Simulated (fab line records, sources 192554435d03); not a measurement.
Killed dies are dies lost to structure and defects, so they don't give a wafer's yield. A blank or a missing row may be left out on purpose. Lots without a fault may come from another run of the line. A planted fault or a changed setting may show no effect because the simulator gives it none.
Which tool did it? | flow n5_finfet | 24 lots, 72 wafers sampled, at 2 steps of a route of 1938

WHAT THE GAUGES READ, wafer by wafer
N5_BEOL_M12_INSPECT_55: inspects for defects (darkfield). Usual: raw_defect_count 73, standard deviation 24.
lot  | measured     | on                | raw_defect_count | flag
L074 | day 10 19:48 | defect_inspect-02 | 71 56 108        |
L075 | day 11 12:01 | defect_inspect-01 | 111 81 87        |
L076 | day 11 13:11 | defect_inspect-02 | 58 40 98         |
L077 | day 11 15:13 | defect_inspect-02 | 96 83 67         |
L078 | day 11 17:05 | defect_inspect-01 | 60 51 70         |
L079 | day 11 22:40 | defect_inspect-02 | 155 77 86        |
L080 | day 12 14:17 | defect_inspect-02 | 67 42 49         |
L083 | day 12 19:49 | defect_inspect-01 | 98 95 76         |
L082 | day 13 01:03 | defect_inspect-02 | 63 75 69         |
L081 | day 13 01:20 | defect_inspect-02 | 70 56 70         |
L086 | day 13 12:25 | defect_inspect-01 | 60 65 73         |
L084 | day 13 18:10 | defect_inspect-02 | 99 70 58         |
L085 | day 14 00:29 | defect_inspect-02 | 69 94 54         |
L087 | day 14 00:45 | defect_inspect-02 | 57 59 54         |
L088 | day 14 04:07 | defect_inspect-02 | 103 55 56        |
L089 | day 15 09:32 | defect_inspect-02 | 90 95 79         |
L090 | day 15 10:35 | defect_inspect-01 | 67 75 49         |
L092 | day 15 15:12 | defect_inspect-01 | 92 66 98         |
L091 | day 15 15:57 | defect_inspect-01 | 87 64 57         |
L094 | day 16 01:54 | defect_inspect-02 | 177 79 58        |
L093 | day 16 07:29 | defect_inspect-01 | 74 58 47         |
L095 | day 16 17:10 | defect_inspect-02 | 112 133 87       |
L097 | day 16 17:58 | defect_inspect-01 | 105 95 63        |
L096 | day 16 23:53 | defect_inspect-01 | 62 46 73         |

N5_BEOL_M13_THK_MEAS_01. Usual: M13_ILD_THK 840 nm, standard deviation 9.7.
lot  | measured     | on            | M13_ILD_THK (nm) | flag
L074 | day 10 19:59 | film_metro-01 | 826 840 849      |
L075 | day 11 12:11 | film_metro-02 | 832 847 859      |
L076 | day 11 13:22 | film_metro-02 | 834 843 856      |
L077 | day 11 15:25 | film_metro-01 | 833 848 850      |
L078 | day 11 17:17 | film_metro-01 | 841 837 845      |
L079 | day 11 22:51 | film_metro-02 | 845 834 844      |
L080 | day 12 14:29 | film_metro-01 | 842 860 849      |
L083 | day 12 20:00 | film_metro-02 | 841 826 838      |
L082 | day 13 01:14 | film_metro-02 | 845 833 846      |
L081 | day 13 01:32 | film_metro-02 | 815 842 839      |
L086 | day 13 12:36 | film_metro-02 | 830 832 841      |
L084 | day 13 18:21 | film_metro-01 | 836 847 840      |
L085 | day 14 00:40 | film_metro-02 | 839 850 856      |
L087 | day 14 00:56 | film_metro-01 | 842 830 845      |
L088 | day 14 04:18 | film_metro-02 | 836 844 852      |
L089 | day 15 09:44 | film_metro-02 | 829 848 847      |
L090 | day 15 10:46 | film_metro-01 | 838 830 848      |
L092 | day 15 15:23 | film_metro-02 | 843 825 839      |
L091 | day 15 16:08 | film_metro-02 | 832 841 839      |
L094 | day 16 02:05 | film_metro-02 | 829 836 844      |
L093 | day 16 07:41 | film_metro-01 | 812 830 822      |
L095 | day 16 17:22 | film_metro-01 | 820 829 832      |
L097 | day 16 18:09 | film_metro-02 | 843 826 849      |
L096 | day 17 00:04 | film_metro-02 | 834 856 847      |

WHICH TOOL RAN EACH LOT (tool, then ch and the chambers of the sampled wafers, then the start)
The record holds no process step before these readings.

WHAT THE TOOLS THEMSELVES READ (means of the sampled wafers that have a number; where no wafer has one, the mark that the record gives instead)
The record holds no such reading with a usual standard deviation.

THE ANSWER, worked out from the rows above alone
Rule: a lot is off if the mean of its wafers that have a number lies more than 3 standard deviations from the usual mean. A lot without any number at a reading at which 4 lots or more have one is off too. The other lots that the step has rows for count as sound. The gauges are gone through in route order, then the tools' own readings, and for those a lot's mean is taken as printed above. The first step at which some lot is off is used, and at that step the reading that is off furthest; a lot without a number counts as furthest.
No lot is off at any reading shown: from this, nothing can be told.

WHAT THE SIMULATOR HAD PUT IN
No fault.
